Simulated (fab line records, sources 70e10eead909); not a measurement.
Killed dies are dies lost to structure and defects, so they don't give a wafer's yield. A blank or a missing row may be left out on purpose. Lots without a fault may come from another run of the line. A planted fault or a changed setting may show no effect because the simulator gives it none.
A struck lot beside a sound one | flow nand_harc | 15 steps out of a route of 1159
Sound: wafers L261.2, L261.4, L261.5. Struck: wafer L275.6. (L275.2, L275.4 of the same lot were not struck and are left out.) The cause comes at the end.
At each step with rows: each side's tool, then ch and its chambers, then its first start. Under that, the readings that differ: sound wafers | struck wafers | difference of the means | sigmas: that difference in standard deviations of wafers without a fault.
alike: readings whose means differ by less than 2 such deviations, and words and numbers that are the same on both sides. not compared: withheld readings, readings that some wafer has no value for, bounds like >300 that may hide the same value, and numbers for which the record gives no deviation and whose values overlap.
The two part at a step that has a row with sigmas, a row that says differs or no value, or rows on one side only. Numbers that don't overlap but have no deviation are shown without sigmas and don't part them. A reading that every wafer of one side lacks parts them only if that side has two wafers or more.

first, 4 steps without rows for these wafers: NHARC_P_M2_EBR_05; NHARC_P_M2_EXPOSE_06 (exposes mask P M2, target cd 170 nm); NHARC_P_M2_PEB_07 (peb time 65 s); NHARC_P_M2_DEVELOP_08 (develop time 35 s).
NHARC_P_M2_CD_MEAS_09: target cd 170 nm.
  sound on cd_sem-01 ch 0, day 6 08:11; struck on cd_sem-02 ch 0, day 9 14:19
  alike: cd_nm
NHARC_P_M2_OVL_MEAS_10: pitch 340 nm.
  sound on overlay-01, day 6 08:17; struck on overlay-01, day 9 14:23
  alike: overlay_x_nm, overlay_y_nm
NHARC_P_M2_INSPECT_11:
  sound on defect_inspect-01, day 6 08:19; struck on defect_inspect-02, day 9 14:26
  alike: raw_defect_count
NHARC_P_M2_DESCUM_14: chemistry O2, time 3 s.
  sound on rie_diel-04 ch 0,1, day 6 08:23; struck on rie_diel-03 ch 2, day 9 14:29
  alike: drypump_motor_current_A, oes_product_au, rf_vpp_V, showerhead_plenum_p_Torr, throttle_valve_pct
  not compared: rf_hours_counter_h
NHARC_P_M2_ETCH_35: etches the open film in N2/H2, target depth 40 nm, overetch 12 nm, time 43.94 s.
  sound on rie_diel-04 ch 0,1,2, day 6 08:28; struck on rie_diel-03 ch 0, day 9 14:36
  alike: drypump_motor_current_A, oes_product_au, rf_fwd_power_W, rf_vpp_V, showerhead_plenum_p_Torr, throttle_valve_pct
  not compared: rf_hours_counter_h
NHARC_P_M2_ETCH_15: etches the open film in C4F8/Ar, target depth 182.5 nm, time 91.2 s.
  sound on rie_diel-04 ch 1,2,3; struck on rie_diel-03 ch 1
  alike: oes_product_au, rf_fwd_power_W, rf_vpp_V
  not compared: rf_hours_counter_h
NHARC_P_M2_CD_MEAS_16:
  sound on cd_sem-03, day 6 08:41; struck on cd_sem-01, day 9 14:50
  alike: cd_nm
NHARC_P_M2_STRIP_18: strips in N2/H2.
  sound on rie_diel-03 ch 0,1, day 6 08:46; struck on rie_diel-03 ch 0, day 9 14:57
  alike: drypump_motor_current_A, oes_product_au, rf_fwd_power_W, rf_vpp_V, showerhead_plenum_p_Torr, throttle_valve_pct
  not compared: rf_hours_counter_h
NHARC_P_M2_ETCH_28: etches the open film in CF4/N2, target depth 30 nm, time 72.99 s.
  sound on rie_diel-03 ch 0,1,2, day 6 09:01; struck on rie_diel-03 ch 1, day 9 15:09
  reading               | sound             | struck | difference | sigmas
  oes_product_au (a.u.) | 0.982 1.000 1.000 | 0.872  | -0.122     | -15
  alike: drypump_motor_current_A, rf_fwd_power_W, rf_vpp_V, showerhead_plenum_p_Torr, throttle_valve_pct
  not compared: rf_hours_counter_h
then, 1 step without rows for these wafers: NHARC_P_M2_STRIP_19 (strips in post etch residue remover, time 600 s).
NHARC_END_SORT_01:
  the record has rows for the sound wafers here (prober-02 ch 0, day 22 17:49) and none for the struck ones

WHERE THEY PART
First at NHARC_P_M2_ETCH_28; last, within this record, at NHARC_END_SORT_01.

WHY: what the simulator had put in
Process parameter drift: rie_diel-03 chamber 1, from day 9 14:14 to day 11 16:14, at NHARC_P_M2_ETCH_28. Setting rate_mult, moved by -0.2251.
